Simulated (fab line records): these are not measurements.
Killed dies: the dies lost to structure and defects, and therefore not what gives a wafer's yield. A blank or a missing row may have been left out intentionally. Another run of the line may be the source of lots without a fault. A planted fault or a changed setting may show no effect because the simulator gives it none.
fab line records + flow n5_finfet
record:
- lots: 10
- wafers: 28
- last_day: 18
route steps=1938 shown MOL_CONTACT_COAG@619 BEOL_M0_SAQP@633 BEOL_M4@1111
lots that met no fault: taken from a fault-free run of the same line
start_h: the number of hours between the record's first day and the start of the first shown wafer of the lot + wait_h: hours since the lot's step before + " as in the row above + L1.1+2: one row covering several wafers at once + - either no value or no given start + * or withheld: withheld + < > ~ a bound
route shown NAME@n: names a module that has steps shown in the file, with the first one's number in the route + usual: mean and standard deviation over wafers with no fault + same: alike in all rows + chamber/n: place in a boat + sites: readings site by site + _std_site: the standard deviation of these + _edge_site: inner sites' mean taken away from outer sites' mean + radius_mm: how far each site lies from the wafer's centre + mask NAME#n: copy n + behind: the last tool/chamber to shape the wafer + hold: reason for holding the lot/hours on hold/outcome of the hold + device: whichever transistor did not switch (one of n, p or np) + end of line: tests run on the same wafers once the route is complete + a step without rows: its recipe alone + killed: the dies lost at the first sort to structure and to defects; this is not the yield of the wafer + map: per-die view of a wafer (x killed, . not killed, _ where there is no die)
set.NAME: the setting as run; set.NAME@STEP: as run at that earlier step + model.NAME: the simulator's own value behind a step, which no gauge read
the route's steps for a sample of lots (tables are steps, rows are wafers)
services: the hour from which a tool's chamber was out of use, counted from the record's first day as start_h (under 0 if before that day), plus the number of hours and why
== steps ==
step: N5_MOL_CONTACT_COAG_STRIP_49
recipe:
- chemistry: N2/H2
- time_s: 30
- power_w: 1000
- temp_c: 250
- pressure_mtorr: withheld
- n2_flow_sccm: 1750
- h2_flow_sccm: 3250
usual:
- drypump_motor_current_A: 5.91/0.13
- heater_power_w: 345/54
| lot.wafer | tool            | chamber | start_h | wait_h | drypump_motor_current_A | heater_power_w | rf_hours_counter_h |
|-----------|-----------------|---------|---------|--------|-------------------------|----------------|--------------------|
| L956.3    | plasma_asher-01 | 0       | 105.35  | -      | 5.99                    | 400            | -                  |
| L956.4    | "               | 1       | "       | "      | 5.93                    | 283            | -                  |
| L956.5    | "               | 1       | "       | "      | 5.95                    | 283            | -                  |
| L957.2    | plasma_asher-02 | 0       | 112.74  | -      | 5.68                    | 303            | 95                 |
| L957.3    | "               | 0       | "       | "      | 5.64                    | 308            | -                  |
| L957.4    | "               | 1       | "       | "      | 5.94                    | 396            | -                  |
| L961.1    | plasma_asher-02 | 1       | 139.19  | -      | 5.96                    | 379            | 100                |
| L961.2    | "               | 0       | "       | "      | 5.67                    | 318            | 100                |
| L961.5    | "               | 0       | "       | "      | 5.62                    | 304            | -                  |
| L963.1    | plasma_asher-01 | 0       | 150.97  | -      | 6.02                    | 394            | 51                 |
| L963.4    | "               | 1       | "       | "      | 5.96                    | 280            | -                  |
| L963.5    | "               | 0       | "       | "      | 6.01                    | 405            | -                  |
| L964.5    | plasma_asher-01 | 0       | 153.46  | -      | 6.01                    | 402            | -                  |
| L964.6    | "               | 1       | "       | "      | 5.97                    | 272            | -                  |
| L965.3    | plasma_asher-01 | 1       | 156.72  | -      | 5.99                    | 274            | -                  |
| L965.4    | "               | 0       | "       | "      | 6.02                    | 416            | -                  |
| L965.6    | "               | 1       | "       | "      | 5.97                    | 279            | -                  |
| L966.1    | plasma_asher-01 | 0       | 165.71  | -      | 5.98                    | 404            | 54                 |
| L966.5    | "               | 1       | "       | "      | 5.96                    | 290            | -                  |
| L972.2    | plasma_asher-01 | 1       | 204.36  | -      | 5.97                    | 274            | 61                 |
| L972.3    | "               | 1       | "       | "      | 5.96                    | 285            | -                  |
| L972.5    | "               | 0       | "       | "      | 6.00                    | 397            | -                  |
| L974.1    | plasma_asher-01 | 1       | 215.05  | -      | 5.96                    | 280            | 64                 |
| L974.2    | "               | 0       | "       | "      | 5.99                    | 397            | 64                 |
| L974.6    | "               | 0       | "       | "      | 5.98                    | 400            | -                  |
| L977.1    | plasma_asher-01 | 1       | 233.51  | -      | 5.95                    | 275            | 68                 |
| L977.2    | "               | 0       | "       | "      | 6.02                    | 401            | 68                 |
| L977.4    | "               | 1       | "       | "      | 5.96                    | 276            | -                  |
step: N5_BEOL_M0_SAQP_ILD_DEP_01
recipe:
- material: SiOC
- target_thk_a: 454.19
- temp_c: 350
- precursor: DEMS/O2
- pressure_torr: 5
- rf_w: 500
- time_s: 8.7
usual:
- heater_power_outer_w: 264/41
- heater_power_w: 520/58
- showerhead_plenum_p_Torr: 5.691/0.018
- throttle_valve_pct: 11.7/0.62
| lot.wafer | tool     | chamber | start_h | wait_h | heater_power_outer_w | heater_power_w | showerhead_plenum_p_Torr | throttle_valve_pct |
|-----------|----------|---------|---------|--------|----------------------|----------------|--------------------------|--------------------|
| L956.3    | pecvd-04 | 1       | 109.66  | 0.0    | 241                  | 506            | 5.670                    | 11.4               |
| L956.4    | "        | 2       | "       | "      | 183                  | 409            | 5.674                    | 10.9               |
| L956.5    | "        | 0       | "       | "      | 260                  | 534            | 5.708                    | 11.0               |
| L957.2    | pecvd-01 | 0       | 117.05  | 0.0    | 235                  | 477            | 5.674                    | 12.7               |
| L957.3    | "        | 1       | "       | "      | 284                  | 465            | 5.680                    | 12.7               |
| L957.4    | "        | 2       | "       | "      | 199                  | 443            | 5.684                    | 12.0               |
| L961.1    | pecvd-02 | 1       | 143.49  | 0.0    | 309                  | 551            | 5.696                    | 12.6               |
| L961.2    | "        | 0       | "       | "      | 289                  | 509            | 5.717                    | 12.4               |
| L961.5    | "        | 1       | "       | "      | 306                  | 569            | 5.683                    | 12.4               |
| L963.1    | pecvd-04 | 0       | 155.29  | 0.0    | 336                  | 645            | 5.689                    | 11.4               |
| L963.4    | "        | 1       | "       | "      | 187                  | 451            | 5.682                    | 11.4               |
| L963.5    | "        | 0       | "       | "      | 330                  | 637            | 5.710                    | 11.2               |
| L964.5    | pecvd-02 | 2       | 158.32  | 0.0    | 315                  | 587            | 5.677                    | 11.3               |
| L964.6    | "        | 1       | "       | "      | 282                  | 543            | 5.692                    | 12.4               |
| L965.3    | pecvd-02 | 1       | 161.29  | 0.0    | 275                  | 534            | 5.691                    | 12.4               |
| L965.4    | "        | 2       | "       | "      | 274                  | 552            | 5.691                    | 11.5               |
| L965.6    | "        | 1       | "       | "      | 285                  | 545            | 5.696                    | 12.5               |
| L966.1    | pecvd-04 | 2       | 170.07  | 0.1    | 258                  | 529            | 5.642                    | 10.8               |
| L966.5    | "        | 2       | "       | "      | 191                  | 416            | 5.658                    | 10.9               |
| L972.2    | pecvd-02 | 1       | 209.01  | 0.0    | 301                  | 542            | 5.674                    | 12.3               |
| L972.3    | "        | 2       | "       | "      | 319                  | 603            | 5.690                    | 11.8               |
| L972.5    | "        | 0       | "       | "      | 260                  | 489            | 5.721                    | 12.3               |
| L974.1    | pecvd-04 | 1       | 219.36  | 0.0    | 209                  | 471            | 5.688                    | 11.4               |
| L974.2    | "        | 0       | "       | "      | 292                  | 577            | 5.691                    | 11.5               |
| L974.6    | "        | 1       | "       | "      | 215                  | 474            | 5.684                    | 11.6               |
| L977.1    | pecvd-02 | 1       | 238.73  | 0.0    | 307                  | 577            | 5.689                    | 12.4               |
| L977.2    | "        | 0       | "       | "      | 244                  | 449            | 5.714                    | 12.0               |
| L977.4    | "        | 0       | "       | "      | 242                  | 459            | 5.728                    | 11.9               |
step: N5_BEOL_M0_SAQP_HM_DEP_111
recipe:
- material: SiO2
- target_thk_a: 120
- temp_c: 400
- precursor: SiH4/N2O
- pressure_torr: 0.75
- rf_w: 275
- time_s: 7.2
usual:
- heater_power_outer_w: 464/56
- heater_power_w: 796/85
- showerhead_plenum_p_Torr: 8.10/0.14
| lot.wafer | tool     | chamber | start_h | wait_h | heater_power_outer_w | heater_power_w | showerhead_plenum_p_Torr |
|-----------|----------|---------|---------|--------|----------------------|----------------|--------------------------|
| L956.3    | pecvd-04 | 1       | 111.18  | 0.0    | 381                  | 743            | 7.98                     |
| L956.4    | "        | 0       | "       | "      | 528                  | 881            | 8.18                     |
| L956.5    | "        | 2       | "       | "      | 450                  | 792            | 7.93                     |
| L957.2    | pecvd-04 | 0       | 118.25  | 0.1    | 536                  | 933            | 8.19                     |
| L957.3    | "        | 0       | "       | "      | 541                  | 975            | 8.18                     |
| L957.4    | "        | 0       | "       | "      | 549                  | 952            | 8.18                     |
| L961.1    | pecvd-01 | 2       | 146.56  | 0.0    | 408                  | 738            | 8.17                     |
| L961.2    | "        | 0       | "       | "      | 476                  | 782            | 7.93                     |
| L961.5    | "        | 2       | "       | "      | 401                  | 717            | 8.16                     |
| L963.1    | pecvd-02 | 0       | 156.20  | 0.0    | 451                  | 778            | 8.41                     |
| L963.4    | "        | 1       | "       | "      | 476                  | 808            | 8.08                     |
| L963.5    | "        | 0       | "       | "      | 458                  | 769            | 8.41                     |
| L964.5    | pecvd-04 | 0       | 159.53  | 0.1    | 578                  | 993            | 8.19                     |
| L964.6    | "        | 1       | "       | "      | 364                  | 713            | 8.01                     |
| L965.3    | pecvd-04 | 0       | 163.36  | 0.0    | 494                  | 876            | 8.18                     |
| L965.4    | "        | 0       | "       | "      | 494                  | 841            | 8.18                     |
| L965.6    | "        | 2       | "       | "      | 480                  | 798            | 7.92                     |
| L966.1    | pecvd-04 | 2       | 172.79  | 0.0    | 398                  | 717            | 7.95                     |
| L966.5    | "        | 2       | "       | "      | 396                  | 727            | 7.94                     |
| L972.2    | pecvd-02 | 0       | 212.43  | 0.0    | 480                  | 797            | 8.42                     |
| L972.3    | "        | 1       | "       | "      | 490                  | 845            | 8.09                     |
| L972.5    | "        | 0       | "       | "      | 491                  | 806            | 8.44                     |
| L974.1    | pecvd-02 | 2       | 221.47  | 0.0    | 554                  | 933            | 8.08                     |
| L974.2    | "        | 1       | "       | "      | 551                  | 906            | 8.13                     |
| L974.6    | "        | 1       | "       | "      | 547                  | 912            | 8.11                     |
| L977.1    | pecvd-01 | 0       | 240.49  | 0.0    | 381                  | 709            | 7.97                     |
| L977.2    | "        | 2       | "       | "      | 438                  | 783            | 8.17                     |
| L977.4    | "        | 2       | "       | "      | 439                  | 784            | 8.16                     |
step: N5_BEOL_M0_SAQP_COAT_82
recipe:
- resist: SiARC
- temp_c: 220
- time_s: 60
- spin_rpm: 1500
- resist_thk_nm: 30
usual:
- dispense_pressure_kPa: 50.1/1.9
- run_length_s: 66.08/0.15
| lot.wafer | tool           | chamber | start_h | wait_h | dispense_pressure_kPa | run_length_s |
|-----------|----------------|---------|---------|--------|-----------------------|--------------|
| L956.3    | litho_track-03 | 0       | 111.26  | -      | 51.5                  | 66.12        |
| L956.4    | "              | 0       | "       | "      | 51.5                  | 66.05        |
| L956.5    | "              | 0       | "       | "      | 51.4                  | 66.07        |
| L957.2    | litho_track-03 | 0       | 118.40  | -      | 51.4                  | 66.02        |
| L957.3    | "              | 0       | "       | "      | 51.4                  | 65.94        |
| L957.4    | "              | 0       | "       | "      | 51.4                  | 66.16        |
| L961.1    | litho_track-02 | 0       | 146.64  | -      | 51.0                  | 66.20        |
| L961.2    | "              | 0       | "       | "      | 51.0                  | 66.07        |
| L961.5    | "              | 0       | "       | "      | 51.0                  | 65.92        |
| L963.1    | litho_track-02 | 0       | 156.28  | -      | 51.0                  | 66.02        |
| L963.4    | "              | 0       | "       | "      | 51.0                  | 65.89        |
| L963.5    | "              | 0       | "       | "      | 51.0                  | 65.95        |
| L964.5    | litho_track-03 | 0       | 159.58  | -      | 51.4                  | 66.03        |
| L964.6    | "              | 0       | "       | "      | 51.4                  | 66.06        |
| L965.3    | litho_track-02 | 0       | 163.44  | -      | 51.0                  | 81.43        |
| L965.4    | "              | 0       | "       | "      | 51.0                  | 66.00        |
| L965.6    | "              | 0       | "       | "      | 51.0                  | 65.92        |
| L966.1    | litho_track-02 | 0       | 172.97  | -      | 51.0                  | 66.00        |
| L966.5    | "              | 0       | "       | "      | 51.0                  | 81.57        |
| L972.2    | litho_track-04 | 0       | 212.50  | -      | 46.9                  | 66.41        |
| L972.3    | "              | 0       | "       | "      | 46.9                  | 66.27        |
| L972.5    | "              | 0       | "       | "      | 46.9                  | 66.23        |
| L974.1    | litho_track-04 | 0       | 221.54  | -      | 46.9                  | 66.34        |
| L974.2    | "              | 0       | "       | "      | 46.8                  | 66.32        |
| L974.6    | "              | 0       | "       | "      | 46.9                  | 66.22        |
| L977.1    | litho_track-03 | 0       | 240.57  | -      | 51.5                  | 65.94        |
| L977.2    | "              | 0       | "       | "      | 51.5                  | 65.97        |
| L977.4    | "              | 0       | "       | "      | 51.5                  | 66.04        |
step: N5_BEOL_M4_RC_MEAS_101
usual:
- DIBL_N: 37.0/2.3
- DIBL_P: 37.3/2.8
- IOFF_N: 0.17/0.046
- IOFF_P: 0.23/0.054
- ION_N: 675/14
- ION_P: 460/9.3
- SS_N: 71.7/0.73
- SS_P: 73.6/0.95
- VT_N: 249/3.9
- VT_P: -250/3.9
| lot.wafer | tool      | chamber | start_h | wait_h | DIBL_N[mV/V] | DIBL_P[mV/V] | IOFF_N[nA/um] | IOFF_P[nA/um] | ION_N[uA/um] | ION_P[uA/um] | SS_N[mV/dec] | SS_P[mV/dec] | VT_N[mV] | VT_P[mV] |
|-----------|-----------|---------|---------|--------|--------------|--------------|---------------|---------------|--------------|--------------|--------------|--------------|----------|----------|
| L956.3    | prober-02 | 0       | 170.31  | 0.3    | 37.4         | 37.6         | 0.19          | 0.22          | 677          | 457          | 72.1         | 73.7         | 250      | -249     |
| L956.4    | "         | 0       | "       | "      | 36.8         | 37.4         | 0.17          | 0.22          | 667          | 453          | 71.1         | 75.0         | 249      | -251     |
| L956.5    | "         | 0       | "       | "      | 39.6         | 40.9         | 0.25          | 0.29          | 688          | 457          | 72.2         | 76.1         | 245      | -248     |
| L957.2    | prober-02 | 0       | 173.38  | 0.2    | 39.7         | 40.0         | 0.23          | 0.29          | 673          | 460          | 72.5         | 74.6         | 247      | -249     |
| L957.3    | "         | 0       | "       | "      | 36.8         | 37.0         | 0.16          | 0.21          | 670          | 462          | 71.8         | 74.2         | 250      | -252     |
| L957.4    | "         | 0       | "       | "      | 33.8         | 34.2         | 0.13          | 0.18          | 662          | 458          | 71.0         | 72.5         | 250      | -252     |
| L961.1    | prober-02 | 0       | 200.18  | 0.0    | 35.3         | 36.6         | 0.15          | 0.19          | 670          | 458          | 71.4         | 73.1         | 253      | -255     |
| L961.2    | "         | 0       | "       | "      | 38.5         | 39.5         | 0.22          | 0.25          | 703          | 474          | 72.1         | 73.8         | 245      | -251     |
| L961.5    | "         | 0       | "       | "      | 39.3         | 40.8         | 0.23          | 0.27          | 706          | 471          | 72.3         | 74.8         | 248      | -249     |
| L963.1    | prober-01 | 0       | 221.92  | 0.0    | 38.9         | 41.4         | 0.20          | 0.29          | 679          | 467          | 71.3         | 74.8         | 248      | -246     |
| L963.4    | "         | 0       | "       | "      | 37.5         | 38.2         | 0.16          | 0.23          | 682          | 470          | 72.1         | 74.1         | 249      | -250     |
| L963.5    | "         | 0       | "       | "      | 38.8         | 40.7         | 0.21          | 0.28          | 691          | 474          | 72.2         | 74.7         | 248      | -246     |
| L964.5    | prober-02 | 0       | 222.87  | 0.6    | 35.7         | 35.0         | 0.15          | 0.23          | 677          | 468          | 71.5         | 73.0         | 250      | -246     |
| L964.6    | "         | 0       | "       | "      | 41.2         | 42.4         | 0.27          | 0.37          | 700          | 473          | 73.1         | 74.4         | 244      | -243     |
| L965.3    | prober-01 | 0       | 225.68  | 0.3    | 34.9         | 32.9         | 0.14          | 0.19          | 681          | 474          | 71.4         | 73.1         | 250      | -248     |
| L965.4    | "         | 0       | "       | "      | 34.1         | 32.0         | 0.11          | 0.18          | 654          | 455          | 71.5         | 72.2         | 257      | -250     |
| L965.6    | "         | 0       | "       | "      | 34.6         | 33.9         | 0.12          | 0.20          | 669          | 466          | 71.9         | 72.5         | 254      | -250     |
| L966.1    | prober-01 | 0       | 235.41  | 0.0    | 37.4         | 35.9         | 0.17          | 0.19          | 670          | 458          | 71.4         | 73.9         | 247      | -251     |
| L966.5    | "         | 0       | "       | "      | 37.1         | 36.5         | 0.15          | 0.20          | 650          | 450          | 71.0         | 72.9         | 252      | -251     |
| L972.2    | prober-02 | 0       | 286.35  | 0.2    | 33.5         | 30.7         | 0.10          | 0.13          | 640          | 440          | 71.0         | 72.3         | 257      | -258     |
| L972.3    | "         | 0       | "       | "      | 36.2         | 35.0         | 0.14          | 0.18          | 664          | 452          | 71.2         | 73.1         | 250      | -254     |
| L972.5    | "         | 0       | "       | "      | 37.3         | 35.0         | 0.16          | 0.18          | 666          | 448          | 72.1         | 73.3         | 250      | -253     |
| L974.1    | prober-02 | 0       | 288.93  | 0.0    | 36.2         | 33.2         | 0.15          | 0.18          | 670          | 456          | 71.6         | 72.5         | 253      | -253     |
| L974.2    | "         | 0       | "       | "      | 37.1         | 35.2         | 0.17          | 0.21          | 676          | 454          | 71.7         | 72.8         | 250      | -253     |
| L974.6    | "         | 0       | "       | "      | 35.3         | 33.1         | 0.13          | 0.18          | 677          | 466          | 70.6         | 73.1         | 252      | -250     |
| L977.1    | prober-02 | 0       | 319.71  | 0.0    | 37.7         | 38.9         | 0.19          | 0.28          | 670          | 460          | 72.9         | 73.9         | 249      | -247     |
| L977.2    | "         | 0       | "       | "      | 40.0         | 40.9         | 0.24          | 0.30          | 696          | 474          | 73.1         | 74.6         | 244      | -245     |
| L977.4    | "         | 0       | "       | "      | 35.8         | 37.0         | 0.15          | 0.23          | 677          | 471          | 71.6         | 73.2         | 250      | -248     |
== services ==
| tool           | chamber | start_h | hours | kind                      |
|----------------|---------|---------|-------|---------------------------|
| litho_track-02 | -       | 111.51  | -     | consumable_replace:filter |
| pecvd-04       | 2       | 114.14  | 6.6   | repair                    |
| pecvd-04       | 1       | 117.86  | 6.8   | repair                    |
| litho_track-02 | -       | 135.69  | -     | consumable_replace:filter |
| pecvd-04       | 1       | 166.93  | 6.9   | repair                    |
| pecvd-01       | -       | 167.43  | 0.9   | repair                    |
| pecvd-02       | 1       | 168.31  | -     | calibration               |
| pecvd-04       | 0       | 168.48  | 16.4  | repair                    |
| pecvd-01       | 2       | 172.20  | 22.9  | repair                    |
| pecvd-04       | 2       | 195.91  | 3.0   | repair                    |
| pecvd-02       | 1       | 200.13  | 5.5   | scheduled_down            |
| pecvd-04       | -       | 201.22  | 6.0   | pm                        |
| pecvd-01       | 2       | 205.07  | 5.5   | scheduled_down            |
| pecvd-04       | -       | 207.59  | 1.6   | repair                    |
== key ==
first_sign:
- step: N5_BEOL_M0_SAQP_COAT_82
- reading: run_length_s
- direction: up
- sigmas: 99+
- usual: *
- struck: *
effect none on later readings
met_at N5_BEOL_M0_SAQP_COAT_82
struck_lots L965,L966
struck_wafers L965.3,L966.5
not_acting_at N5_MOL_CONTACT_COAG_STRIP_49,N5_BEOL_M0_SAQP_ILD_DEP_01,N5_BEOL_M0_SAQP_HM_DEP_111
onset_between 156.28 163.44
fault:
- kind: process_parameter_drift
- tool: litho_track-02
- chamber: -
- onset_h: 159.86
- steps: N5_BEOL_M0_SAQP_COAT_82
- channel: time_s
- offset: *
- shape: step
- end_h: 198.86
- scope: struck_wafers_only
- acts_in: *
- stated: *
